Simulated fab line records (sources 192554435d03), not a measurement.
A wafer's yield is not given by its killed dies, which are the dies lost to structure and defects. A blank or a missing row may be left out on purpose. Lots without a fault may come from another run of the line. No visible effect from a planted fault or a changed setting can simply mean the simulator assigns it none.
Chamber matching / flow n5_finfet / N5_FIN_SAQP_PECVD_48 on pecvd-01: 3 sister chambers
The step deposits SiNx from SiH4/NH3/N2, target thk 25 nm, time 22.1 s. 3 wafers are shown with their chamber, then 8 later ones without.

## WAFERS, EACH WITH ITS CHAMBER
wafer=L087.4; chamber=1; throttle_valve_pct (%)=38.0
wafer=L090.3; chamber=2; throttle_valve_pct (%)=39.5
wafer=L093.2; chamber=0; throttle_valve_pct (%)=40.1

## WAFERS MISSING THEIR CHAMBER
wafer=L093.4; throttle_valve_pct (%)=40.2
wafer=L093.6; throttle_valve_pct (%)=38.0
wafer=L092.1; throttle_valve_pct (%)=39.7
wafer=L092.2; throttle_valve_pct (%)=38.5
wafer=L092.3; throttle_valve_pct (%)=40.1
wafer=L097.1; throttle_valve_pct (%)=38.3
wafer=L097.3; throttle_valve_pct (%)=39.5
wafer=L097.6; throttle_valve_pct (%)=40.0

## THE CHAMBER EACH PASSED THROUGH
wafer=L093.4; from the rows above=0; in truth=0
wafer=L093.6; from the rows above=1; in truth=1
wafer=L092.1; from the rows above=can't be placed: 2 or 0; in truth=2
wafer=L092.2; from the rows above=1; in truth=1
wafer=L092.3; from the rows above=0; in truth=0
wafer=L097.1; from the rows above=1; in truth=1
wafer=L097.3; from the rows above=2; in truth=2
wafer=L097.6; from the rows above=can't be placed: 0 or 2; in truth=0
Correctly placed: 6 of 8. From these rows, 2 cannot be placed; in 2 the true chamber is one of the candidates. Wrongly placed: 0.
How it was worked out, from the rows above alone: a wafer's distance from a chamber is the root of the sum, over the readings, of the square of ((its reading less the chamber's mean) divided by the reading's scatter). If the next closest chamber is less than 2 further off than the closest, the wafer can't be placed; otherwise it belongs to the closest. Each chamber's mean is taken over the wafers shown for it. The scatter (one wafer shown for each chamber): square how far every hidden wafer sits from the nearest shown wafer, average those squares and take the square root.
